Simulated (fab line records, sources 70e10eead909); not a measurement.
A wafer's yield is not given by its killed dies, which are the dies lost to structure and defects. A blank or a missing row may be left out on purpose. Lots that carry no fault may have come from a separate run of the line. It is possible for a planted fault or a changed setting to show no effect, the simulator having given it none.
Which tool did it? || flow nandHarc || 24 lots, 72 wafers sampled, at 2 steps of a route of 1302

WHAT EACH GAUGE READ, for each wafer
NHARC_A_CHANNEL_HOLE_D2_INSPECT_12.
{"lot": "L075", "measured": "day 11 21:28", "on": "defectInspect-01", "rawDefectCount": "56 64 59"}
{"lot": "L074", "measured": "day 12 13:42", "on": "defectInspect-02", "rawDefectCount": "1 4 2"}
{"lot": "L076", "measured": "day 13 06:27", "on": "defectInspect-02", "rawDefectCount": "2 4 2"}
{"lot": "L077", "measured": "day 13 03:03", "on": "defectInspect-01", "rawDefectCount": "5 4 7"}
{"lot": "L078", "measured": "day 14 09:48", "on": "defectInspect-01", "rawDefectCount": "7 6 5"}
{"lot": "L080", "measured": "day 14 11:40", "on": "defectInspect-01", "rawDefectCount": "42 56 56"}
{"lot": "L079", "measured": "day 14 11:16", "on": "defectInspect-02", "rawDefectCount": "5 7 8"}
{"lot": "L081", "measured": "day 15 10:52", "on": "defectInspect-02", "rawDefectCount": "51 47 64"}
{"lot": "L082", "measured": "day 15 11:01", "on": "defectInspect-01", "rawDefectCount": "8 4 8"}
{"lot": "L083", "measured": "day 16 03:34", "on": "defectInspect-02", "rawDefectCount": "47 51 64"}
{"lot": "L084", "measured": "day 16 06:22", "on": "defectInspect-02", "rawDefectCount": "12 9 10"}
{"lot": "L086", "measured": "day 16 16:49", "on": "defectInspect-01", "rawDefectCount": "47 46 45"}
{"lot": "L085", "measured": "day 16 17:32", "on": "defectInspect-01", "rawDefectCount": "12 7 14"}
{"lot": "L087", "measured": "day 17 03:56", "on": "defectInspect-01", "rawDefectCount": "17 10 18"}
{"lot": "L088", "measured": "day 18 02:05", "on": "defectInspect-01", "rawDefectCount": "14 18 11"}
{"lot": "L089", "measured": "day 18 00:32", "on": "defectInspect-01", "rawDefectCount": "53 53 51"}
{"lot": "L090", "measured": "day 18 21:28", "on": "defectInspect-01", "rawDefectCount": "4 15 10"}
{"lot": "L091", "measured": "day 19 05:36", "on": "defectInspect-01", "rawDefectCount": "14 14 10"}
{"lot": "L092", "measured": "day 19 18:27", "on": "defectInspect-02", "rawDefectCount": "54 61 54"}
{"lot": "L093", "measured": "day 19 18:47", "on": "defectInspect-01", "rawDefectCount": "19 15 16"}
{"lot": "L094", "measured": "day 20 17:23", "on": "defectInspect-01", "rawDefectCount": "20 30 28"}
{"lot": "L095", "measured": "day 20 23:02", "on": "defectInspect-02", "rawDefectCount": "28 27 22"}
{"lot": "L096", "measured": "day 21 10:03", "on": "defectInspect-02", "rawDefectCount": "25 26 30"}
{"lot": "L097", "measured": "day 21 12:04", "on": "defectInspect-02", "rawDefectCount": "29 26 22"}

TOOL THAT RAN EACH LOT (tool first, then ch and the chambers of the sampled wafers, then the start)
{"lot": "L075", "NHARC_A_CHANNEL_FILL_D1_ETCHBACK_20": "rieDiel-08 ch 0,1,3, day 9 00:17"}
{"lot": "L074", "NHARC_A_CHANNEL_FILL_D1_ETCHBACK_20": "rieDiel-08 ch 0,2, day 9 05:24"}
{"lot": "L076", "NHARC_A_CHANNEL_FILL_D1_ETCHBACK_20": "rieDiel-06 ch 0,1,2, day 9 22:37"}
{"lot": "L077", "NHARC_A_CHANNEL_FILL_D1_ETCHBACK_20": "rieDiel-06 ch 1,2, day 10 02:13"}
{"lot": "L078", "NHARC_A_CHANNEL_FILL_D1_ETCHBACK_20": "rieDiel-09 ch 1,2, day 10 10:12"}
{"lot": "L080", "NHARC_A_CHANNEL_FILL_D1_ETCHBACK_20": "rieDiel-08 ch 0,1, day 11 07:44"}
{"lot": "L079", "NHARC_A_CHANNEL_FILL_D1_ETCHBACK_20": "rieDiel-06 ch 1,2,3, day 11 07:45"}
{"lot": "L081", "NHARC_A_CHANNEL_FILL_D1_ETCHBACK_20": "rieDiel-08 ch 0,2,3, day 12 04:55"}
{"lot": "L082", "NHARC_A_CHANNEL_FILL_D1_ETCHBACK_20": "rieDiel-09 ch 0,2,3, day 12 04:55"}
{"lot": "L083", "NHARC_A_CHANNEL_FILL_D1_ETCHBACK_20": "rieDiel-09 ch 0,2,3, day 12 19:14"}
{"lot": "L084", "NHARC_A_CHANNEL_FILL_D1_ETCHBACK_20": "rieDiel-08 ch 0,2,3, day 13 03:25"}
{"lot": "L086", "NHARC_A_CHANNEL_FILL_D1_ETCHBACK_20": "rieDiel-08 ch 0,1, day 13 13:56"}
{"lot": "L085", "NHARC_A_CHANNEL_FILL_D1_ETCHBACK_20": "rieDiel-06 ch 0,1,2, day 13 13:59"}
{"lot": "L087", "NHARC_A_CHANNEL_FILL_D1_ETCHBACK_20": "rieDiel-09 ch 0,3, day 14 00:44"}
{"lot": "L088", "NHARC_A_CHANNEL_FILL_D1_ETCHBACK_20": "rieDiel-06 ch 0,3, day 14 18:08"}
{"lot": "L089", "NHARC_A_CHANNEL_FILL_D1_ETCHBACK_20": "rieDiel-09 ch 0,3, day 14 18:08"}
{"lot": "L090", "NHARC_A_CHANNEL_FILL_D1_ETCHBACK_20": "rieDiel-09 ch 1,2, day 15 14:26"}
{"lot": "L091", "NHARC_A_CHANNEL_FILL_D1_ETCHBACK_20": "rieDiel-06 ch 0,2,3, day 15 22:57"}
{"lot": "L092", "NHARC_A_CHANNEL_FILL_D1_ETCHBACK_20": "rieDiel-06 ch 0,1, day 16 12:17"}
{"lot": "L093", "NHARC_A_CHANNEL_FILL_D1_ETCHBACK_20": "rieDiel-06 ch 1,2,3, day 16 12:21"}
{"lot": "L094", "NHARC_A_CHANNEL_FILL_D1_ETCHBACK_20": "rieDiel-08 ch 2,3, day 17 11:25"}
{"lot": "L095", "NHARC_A_CHANNEL_FILL_D1_ETCHBACK_20": "rieDiel-06 ch 1,3, day 17 18:28"}
{"lot": "L096", "NHARC_A_CHANNEL_FILL_D1_ETCHBACK_20": "rieDiel-08 ch 0,1,2, day 18 00:07"}
{"lot": "L097", "NHARC_A_CHANNEL_FILL_D1_ETCHBACK_20": "rieDiel-09 ch 1,2,3, day 18 07:25"}
- NHARC_A_CHANNEL_FILL_D1_ETCHBACK_20: etches the open film in C4F8/O2/Ar, target depth 27 nm, time 13.5 s.

AS READ BY THE TOOLS THEMSELVES (means over the sampled wafers that have a number; for cases with no such wafer, the mark the record gives instead)
NHARC_A_CHANNEL_FILL_D1_ETCHBACK_20.
{"lot": "L075", "tool": "rieDiel-08", "oesProductAu (a.u.)": 1.00, "rfVppV (V)": 979}
{"lot": "L074", "tool": "rieDiel-08", "oesProductAu (a.u.)": 1.00, "rfVppV (V)": 983}
{"lot": "L076", "tool": "rieDiel-06", "oesProductAu (a.u.)": 0.93, "rfVppV (V)": 983}
{"lot": "L077", "tool": "rieDiel-06", "oesProductAu (a.u.)": 1.00, "rfVppV (V)": 984}
{"lot": "L078", "tool": "rieDiel-09", "oesProductAu (a.u.)": 0.93, "rfVppV (V)": 976}
{"lot": "L080", "tool": "rieDiel-08", "oesProductAu (a.u.)": 1.00, "rfVppV (V)": 981}
{"lot": "L079", "tool": "rieDiel-06", "oesProductAu (a.u.)": 0.92, "rfVppV (V)": 984}
{"lot": "L081", "tool": "rieDiel-08", "oesProductAu (a.u.)": 0.92, "rfVppV (V)": 978}
{"lot": "L082", "tool": "rieDiel-09", "oesProductAu (a.u.)": 0.93, "rfVppV (V)": 981}
{"lot": "L083", "tool": "rieDiel-09", "oesProductAu (a.u.)": 0.99, "rfVppV (V)": 980}
{"lot": "L084", "tool": "rieDiel-08", "oesProductAu (a.u.)": 0.99, "rfVppV (V)": 979}
{"lot": "L086", "tool": "rieDiel-08", "oesProductAu (a.u.)": 0.93, "rfVppV (V)": 984}
{"lot": "L085", "tool": "rieDiel-06", "oesProductAu (a.u.)": 1.00, "rfVppV (V)": 983}
{"lot": "L087", "tool": "rieDiel-09", "oesProductAu (a.u.)": 1.01, "rfVppV (V)": 982}
{"lot": "L088", "tool": "rieDiel-06", "oesProductAu (a.u.)": 0.97, "rfVppV (V)": 980}
{"lot": "L089", "tool": "rieDiel-09", "oesProductAu (a.u.)": 0.96, "rfVppV (V)": 982}
{"lot": "L090", "tool": "rieDiel-09", "oesProductAu (a.u.)": 1.00, "rfVppV (V)": 976}
{"lot": "L091", "tool": "rieDiel-06", "oesProductAu (a.u.)": 1.00, "rfVppV (V)": 982}
{"lot": "L092", "tool": "rieDiel-06", "oesProductAu (a.u.)": 0.99, "rfVppV (V)": 982}
{"lot": "L093", "tool": "rieDiel-06", "oesProductAu (a.u.)": 0.92, "rfVppV (V)": 983}
{"lot": "L094", "tool": "rieDiel-08", "oesProductAu (a.u.)": 1.00, "rfVppV (V)": 976}
{"lot": "L095", "tool": "rieDiel-06", "oesProductAu (a.u.)": 0.92, "rfVppV (V)": 983}
{"lot": "L096", "tool": "rieDiel-08", "oesProductAu (a.u.)": 0.98, "rfVppV (V)": 983}
{"lot": "L097", "tool": "rieDiel-09", "oesProductAu (a.u.)": 0.95, "rfVppV (V)": 978}

THE ANSWER, worked out from the rows above alone
Rule: usual is defined by the lots themselves. Put in order of their means at a reading, lots are off if they are a third of the lots or fewer, leave a main group of 4 or more, and stand apart from it by a gap of 3 or more times the standard deviation of the main group's means; of several such gaps the widest counts. A main group is skipped when, at the precision printed for the reading in the tables above, its means are all equal. Also off: a lot with no number at a reading for which 4 or more lots have one. All remaining lots with rows at the step are treated as sound. Order of review: gauges by route order, followed by the tools' own readings, for which a lot's mean as printed above is used. The first step at which some lot is off is used, and at that step the reading that is off furthest; a lot without a number counts as furthest.
Across all readings shown, no lot is off: no conclusion can be drawn from this.

WHAT WAS PUT IN BY THE SIMULATOR
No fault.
